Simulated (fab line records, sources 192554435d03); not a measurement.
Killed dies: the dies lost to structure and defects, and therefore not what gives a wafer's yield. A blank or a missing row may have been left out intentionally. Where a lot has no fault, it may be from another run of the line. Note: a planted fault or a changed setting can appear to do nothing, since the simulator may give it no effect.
Which of the tools did it? / flow n5Finfet / 35 wafers from 12 lots sampled at 5 of the route's 1938 steps

WHAT THE GAUGES SHOWED, per wafer
N5_BEOL_M9_CD_MEAS_28 targets a cd of 70 nm.
lot=L312; measured=day 9 13:55; on=cdSem-01; cdNm (nm)=70.00 70.02 69.44
lot=L313; measured=day 9 22:52; on=cdSem-02; cdNm (nm)=69.78 70.20
lot=L314; measured=day 10 01:08; on=cdSem-03; cdNm (nm)=70.26 69.69 69.82
lot=L316; measured=day 10 13:52; on=cdSem-03; cdNm (nm)=70.70 70.35 70.14
lot=L318; measured=day 11 04:33; on=cdSem-02; cdNm (nm)=69.95 70.43 69.69
lot=L317; measured=day 11 10:56; on=cdSem-02; cdNm (nm)=70.09 70.11 69.83
lot=L324; measured=day 12 18:27; on=cdSem-03; cdNm (nm)=65.88 66.27 66.43
lot=L322; measured=day 12 20:44; on=cdSem-01; cdNm (nm)=66.76 67.27 66.87
lot=L326; measured=day 13 04:37; on=cdSem-01; cdNm (nm)=70.36 70.03 70.33
lot=L327; measured=day 14 00:40; on=cdSem-02; cdNm (nm)=69.85 69.79 70.09
lot=L329; measured=day 14 00:59; on=cdSem-01; cdNm (nm)=70.14 70.26 69.66
lot=L332; measured=day 15 07:10; on=cdSem-03; cdNm (nm)=70.02 70.07 69.96

N5_BEOL_M9_INSPECT_30: inspects for defects (brightfield).
lot=L312; measured=day 9 14:00; on=defectInspect-01; rawDefectCount=448 409 451
lot=L313; measured=day 9 22:57; on=defectInspect-01; rawDefectCount=394 436
lot=L314; measured=day 10 01:13; on=defectInspect-01; rawDefectCount=597 368 422
lot=L316; measured=day 10 13:58; on=defectInspect-02; rawDefectCount=447 459 354
lot=L318; measured=day 11 04:38; on=defectInspect-01; rawDefectCount=361 402 549
lot=L317; measured=day 11 11:01; on=defectInspect-02; rawDefectCount=364 416 672
lot=L324; measured=day 12 18:32; on=defectInspect-01; rawDefectCount=541 448 319
lot=L322; measured=day 12 20:50; on=defectInspect-01; rawDefectCount=332 637 310
lot=L326; measured=day 13 04:42; on=defectInspect-02; rawDefectCount=546 393 557
lot=L327; measured=day 14 00:44; on=defectInspect-01; rawDefectCount=301 400 381
lot=L329; measured=day 14 01:05; on=defectInspect-01; rawDefectCount=369 369 342
lot=L332; measured=day 15 07:15; on=defectInspect-02; rawDefectCount=325 287 299

N5_BEOL_M9_CD_MEAS_35: target cd 70 nm, target cd y 40 nm.
lot=L312; measured=day 9 14:38; on=cdSem-03; cdNm (nm)=70.1 69.6 69.5
lot=L313; measured=day 9 23:36; on=cdSem-02; cdNm (nm)=69.7 70.5
lot=L314; measured=day 10 01:58; on=cdSem-03; cdNm (nm)=70.4 70.2 69.7
lot=L316; measured=day 10 14:37; on=cdSem-03; cdNm (nm)=69.6 69.6 70.1
lot=L318; measured=day 11 05:17; on=cdSem-02; cdNm (nm)=70.6 70.6 70.3
lot=L317; measured=day 11 11:40; on=cdSem-01; cdNm (nm)=69.7 69.4 69.6
lot=L324; measured=day 12 19:11; on=cdSem-03; cdNm (nm)=69.6 69.7 69.9
lot=L322; measured=day 12 21:29; on=cdSem-02; cdNm (nm)=69.7 70.1 69.8
lot=L326; measured=day 13 05:20; on=cdSem-03; cdNm (nm)=70.5 70.1 69.6
lot=L327; measured=day 14 01:23; on=cdSem-02; cdNm (nm)=70.2 70.2 70.8
lot=L329; measured=day 14 01:59; on=cdSem-03; cdNm (nm)=70.6 70.4 70.6
lot=L332; measured=day 15 07:53; on=cdSem-03; cdNm (nm)=69.5 69.1 70.2

TOOL THAT RAN EACH LOT (tool first, then ch and the chambers of the sampled wafers, then the start)
lot=L312; N5_BEOL_M8_PRE_CLEAN_45=pvdSputter-02, day 9 07:50; N5_BEOL_M9_EXPOSE_25=euvScanner-01 ch 0, day 9 13:47
lot=L313; N5_BEOL_M8_PRE_CLEAN_45=pvdSputter-02, day 9 15:33; N5_BEOL_M9_EXPOSE_25=euvScanner-02 ch 0, day 9 22:45
lot=L314; N5_BEOL_M8_PRE_CLEAN_45=pvdSputter-03, day 9 18:04; N5_BEOL_M9_EXPOSE_25=euvScanner-01 ch 0, day 10 01:00
lot=L316; N5_BEOL_M8_PRE_CLEAN_45=pvdSputter-01, day 10 08:44; N5_BEOL_M9_EXPOSE_25=euvScanner-02 ch 0, day 10 13:45
lot=L318; N5_BEOL_M8_PRE_CLEAN_45=pvdSputter-01, day 10 20:46; N5_BEOL_M9_EXPOSE_25=euvScanner-01 ch 0, day 11 04:26
lot=L317; N5_BEOL_M8_PRE_CLEAN_45=pvdSputter-02, day 10 22:25; N5_BEOL_M9_EXPOSE_25=euvScanner-02 ch 0, day 11 10:48
lot=L324; N5_BEOL_M8_PRE_CLEAN_45=pvdSputter-01, day 12 12:29; N5_BEOL_M9_EXPOSE_25=euvScanner-02 ch 0, day 12 18:19
lot=L322; N5_BEOL_M8_PRE_CLEAN_45=pvdSputter-01, day 12 12:34; N5_BEOL_M9_EXPOSE_25=euvScanner-02 ch 0, day 12 20:38
lot=L326; N5_BEOL_M8_PRE_CLEAN_45=pvdSputter-02, day 12 22:28; N5_BEOL_M9_EXPOSE_25=euvScanner-01 ch 0, day 13 04:29
lot=L327; N5_BEOL_M8_PRE_CLEAN_45=pvdSputter-02, day 13 15:16; N5_BEOL_M9_EXPOSE_25=euvScanner-01 ch 0, day 14 00:32
lot=L329; N5_BEOL_M8_PRE_CLEAN_45=pvdSputter-01, day 13 16:07; N5_BEOL_M9_EXPOSE_25=euvScanner-01 ch 0, day 14 00:52
lot=L332; N5_BEOL_M8_PRE_CLEAN_45=pvdSputter-03, day 15 00:14; N5_BEOL_M9_EXPOSE_25=euvScanner-01 ch 0, day 15 07:02
- N5_BEOL_M8_PRE_CLEAN_45: time 30 s.
- N5_BEOL_M9_EXPOSE_25: exposes mask V8.

AS READ BY THE TOOLS THEMSELVES (means over the sampled wafers that have a number; for cases with no such wafer, the mark the record gives instead)
N5_BEOL_M8_PRE_CLEAN_45.
lot=L312; tool=pvdSputter-02; heaterPowerW (W)=309
lot=L313; tool=pvdSputter-02; heaterPowerW (W)=336
lot=L314; tool=pvdSputter-03; heaterPowerW (W)=382
lot=L316; tool=pvdSputter-01; heaterPowerW (W)=346
lot=L318; tool=pvdSputter-01; heaterPowerW (W)=345
lot=L317; tool=pvdSputter-02; heaterPowerW (W)=349
lot=L324; tool=pvdSputter-01; heaterPowerW (W)=306
lot=L322; tool=pvdSputter-01; heaterPowerW (W)=345
lot=L326; tool=pvdSputter-02; heaterPowerW (W)=363
lot=L327; tool=pvdSputter-02; heaterPowerW (W)=342
lot=L329; tool=pvdSputter-01; heaterPowerW (W)=344
lot=L332; tool=pvdSputter-03; heaterPowerW (W)=291

N5_BEOL_M9_EXPOSE_25.
lot=L312; tool=euvScanner-01; exposureDoseMJCm2=37.11; stageMsdNm (nm)=0.812
lot=L313; tool=euvScanner-02; exposureDoseMJCm2=37.11; stageMsdNm (nm)=0.817
lot=L314; tool=euvScanner-01; exposureDoseMJCm2=37.15; stageMsdNm (nm)=0.812
lot=L316; tool=euvScanner-02; exposureDoseMJCm2=37.20; stageMsdNm (nm)=0.817
lot=L318; tool=euvScanner-01; exposureDoseMJCm2=37.17; stageMsdNm (nm)=0.807
lot=L317; tool=euvScanner-02; exposureDoseMJCm2=37.11; stageMsdNm (nm)=0.819
lot=L324; tool=euvScanner-02; exposureDoseMJCm2=31.79; stageMsdNm (nm)=0.823
lot=L322; tool=euvScanner-02; exposureDoseMJCm2=32.86; stageMsdNm (nm)=0.822
lot=L326; tool=euvScanner-01; exposureDoseMJCm2=37.14; stageMsdNm (nm)=0.805
lot=L327; tool=euvScanner-01; exposureDoseMJCm2=37.13; stageMsdNm (nm)=0.805
lot=L329; tool=euvScanner-01; exposureDoseMJCm2=37.09; stageMsdNm (nm)=0.802
lot=L332; tool=euvScanner-01; exposureDoseMJCm2=37.14; stageMsdNm (nm)=0.806

THE ANSWER, worked out from the rows above alone
Rule: the usual values come from the lots themselves. Put in order of their means at a reading, lots are off if they are a third of the lots or fewer, leave a main group of 4 or more, and stand apart from it by a gap of 3 or more times the standard deviation of the main group's means; of several such gaps the widest counts. If all means in a main group match to the digits the tables above print for the reading, that group is not used. A lot without any number at a reading at which 4 lots or more have one is off too. The other lots that the step has rows for count as sound. First the gauges in route order, then the tools' own readings, where a lot's mean is used as printed above. At the first step where some lot is off, the reading lying furthest off is the one used; lots without a number count as furthest.
Off: L324, L322 (N5_BEOL_M9_CD_MEAS_28, cdNm). For the main group the mean is 70.03 nm and the standard deviation 0.16.
A tool fits if, at a process step before that reading, it ran every lot that is off, and no sound lot after the first of them. Not tried: the gauges at N5_BEOL_M9_CD_MEAS_28; whatever is off there is also off at N5_BEOL_M9_EXPOSE_25, on other tools, and gauge error can't account for it. One candidate fits, namely euvScanner-02 at N5_BEOL_M9_EXPOSE_25. Its last sound lot is L317 (day 11 10:48), its first lot that is off L324 (day 12 18:19): a fault that began between those two fits.
On the lots that are off, the tool's own readings at N5_BEOL_M9_EXPOSE_25 differ by more than 5 times the standard deviation of the sound lots' means, which bears it out; exposureDoseMJCm2 reads 32.33 there versus 37.13 on the sound lots.

WHAT THE SIMULATOR HAD PUT IN
Drift in process parameters on euvScanner-02 at N5_BEOL_M9_EXPOSE_25, starting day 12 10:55. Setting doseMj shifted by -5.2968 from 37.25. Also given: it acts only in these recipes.
Lots struck among those shown: L324, L322. Same finding as the rule above.
